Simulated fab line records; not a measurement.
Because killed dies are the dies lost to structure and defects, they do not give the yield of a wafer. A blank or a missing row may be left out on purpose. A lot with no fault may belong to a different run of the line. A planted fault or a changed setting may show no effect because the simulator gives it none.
Chamber matching || flow n5Finfet || 4 sister chambers for N5_STI_FIN_REVEAL_CMP_04 on cmp-03
The step polishes, stops on Si3N4, t overpolish 4 s, target thk 131.83 nm. 14 wafers are shown with their chamber, then 7 later ones without.

EACH WAFER AND ITS CHAMBER
{"wafer": "L076.2", "chamber": 3, "motorCurrentA (A)": 8.2, "timeToEndpointS (s)": 101, "overpolishRunS (s)": 4.002}
{"wafer": "L076.3", "chamber": 1, "motorCurrentA (A)": 8.2, "timeToEndpointS (s)": 104, "overpolishRunS (s)": 4.004}
{"wafer": "L076.6", "chamber": 3, "motorCurrentA (A)": 7.6, "timeToEndpointS (s)": 100, "overpolishRunS (s)": 4.003}
{"wafer": "L080.1", "chamber": 0, "motorCurrentA (A)": 7.4, "timeToEndpointS (s)": 108, "overpolishRunS (s)": 4.003}
{"wafer": "L080.4", "chamber": 3, "motorCurrentA (A)": 8.0, "timeToEndpointS (s)": 104, "overpolishRunS (s)": 4.009}
{"wafer": "L080.6", "chamber": 0, "motorCurrentA (A)": 7.1, "timeToEndpointS (s)": 110, "overpolishRunS (s)": 4.007}
{"wafer": "L083.1", "chamber": 3, "motorCurrentA (A)": 8.0, "timeToEndpointS (s)": 106, "overpolishRunS (s)": 3.999}
{"wafer": "L083.2", "chamber": 2, "motorCurrentA (A)": 8.3, "timeToEndpointS (s)": 104, "overpolishRunS (s)": 3.997}
{"wafer": "L083.4", "chamber": 1, "motorCurrentA (A)": 8.3, "timeToEndpointS (s)": 107, "overpolishRunS (s)": 3.999}
{"wafer": "L084.1", "chamber": 0, "motorCurrentA (A)": 7.1, "timeToEndpointS (s)": 107, "overpolishRunS (s)": 4.001}
{"wafer": "L084.2", "chamber": 3, "motorCurrentA (A)": 8.2, "timeToEndpointS (s)": 106, "overpolishRunS (s)": 3.979}
{"wafer": "L084.3", "chamber": 1, "motorCurrentA (A)": 8.1, "timeToEndpointS (s)": 102, "overpolishRunS (s)": 4.013}
{"wafer": "L086.2", "chamber": 0, "motorCurrentA (A)": 7.5, "timeToEndpointS (s)": 108, "overpolishRunS (s)": 3.998}
{"wafer": "L086.3", "chamber": 1, "motorCurrentA (A)": 7.7, "timeToEndpointS (s)": 107, "overpolishRunS (s)": 4.022}

SIGNATURES (means of the wafers above)
{"reading": "motorCurrentA", "chamber 0": 7.275, "chamber 1": 8.075, "chamber 2": 8.300, "chamber 3": 8.000, "scatter within a chamber": 0.24}
{"reading": "timeToEndpointS", "chamber 0": 108.25, "chamber 1": 105.00, "chamber 2": 104.00, "chamber 3": 103.40, "scatter within a chamber": 2.32}
{"reading": "overpolishRunS", "chamber 0": 4.00225, "chamber 1": 4.00950, "chamber 2": 3.99700, "chamber 3": 3.99840, "scatter within a chamber": 0.00935}
Rule: for a wafer and a chamber, the distance is found by dividing, reading by reading, the gap between the wafer's reading and the chamber's mean by the reading's scatter, squaring, summing and taking the root. The wafer belongs to the nearest chamber; if the next one is less than 2 further off, it can't be placed. The scatter is the square root of a quotient: the sum, over the shown wafers, of each reading's squared deviation from its chamber's mean, divided by wafers minus chambers.

WAFERS WITHOUT THEIR CHAMBER
{"wafer": "L086.5", "motorCurrentA (A)": 7.4, "timeToEndpointS (s)": 110, "overpolishRunS (s)": 4.010}
{"wafer": "L088.1", "motorCurrentA (A)": 7.9, "timeToEndpointS (s)": 104, "overpolishRunS (s)": 3.997}
{"wafer": "L088.3", "motorCurrentA (A)": 8.1, "timeToEndpointS (s)": 109, "overpolishRunS (s)": 4.008}
{"wafer": "L088.4", "motorCurrentA (A)": 8.4, "timeToEndpointS (s)": 103, "overpolishRunS (s)": 3.996}
{"wafer": "L096.2", "motorCurrentA (A)": 7.9, "timeToEndpointS (s)": 115, "overpolishRunS (s)": 4.009}
{"wafer": "L096.4", "motorCurrentA (A)": 8.1, "timeToEndpointS (s)": 109, "overpolishRunS (s)": 3.994}
{"wafer": "L096.5", "motorCurrentA (A)": 8.0, "timeToEndpointS (s)": 110, "overpolishRunS (s)": 4.001}

THE CHAMBER EACH PASSED THROUGH
{"wafer": "L086.5", "from the rows above": 0, "in truth": 0}
{"wafer": "L088.1", "from the rows above": "can't be placed: 3 or 1 or 2", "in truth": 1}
{"wafer": "L088.3", "from the rows above": "can't be placed: 1 or 2 or 3 or 0", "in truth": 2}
{"wafer": "L088.4", "from the rows above": "can't be placed: 2 or 3 or 1", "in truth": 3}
{"wafer": "L096.2", "from the rows above": "can't be placed: 0 or 1 or 3 or 2", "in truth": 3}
{"wafer": "L096.4", "from the rows above": "can't be placed: 2 or 1 or 3 or 0", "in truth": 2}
{"wafer": "L096.5", "from the rows above": "can't be placed: 1 or 3 or 2 or 0", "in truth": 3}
Correctly placed: 1 of 7. Cannot be placed on the basis of these rows: 6; the candidates contain the true chamber in 6. Number placed wrongly: 0.
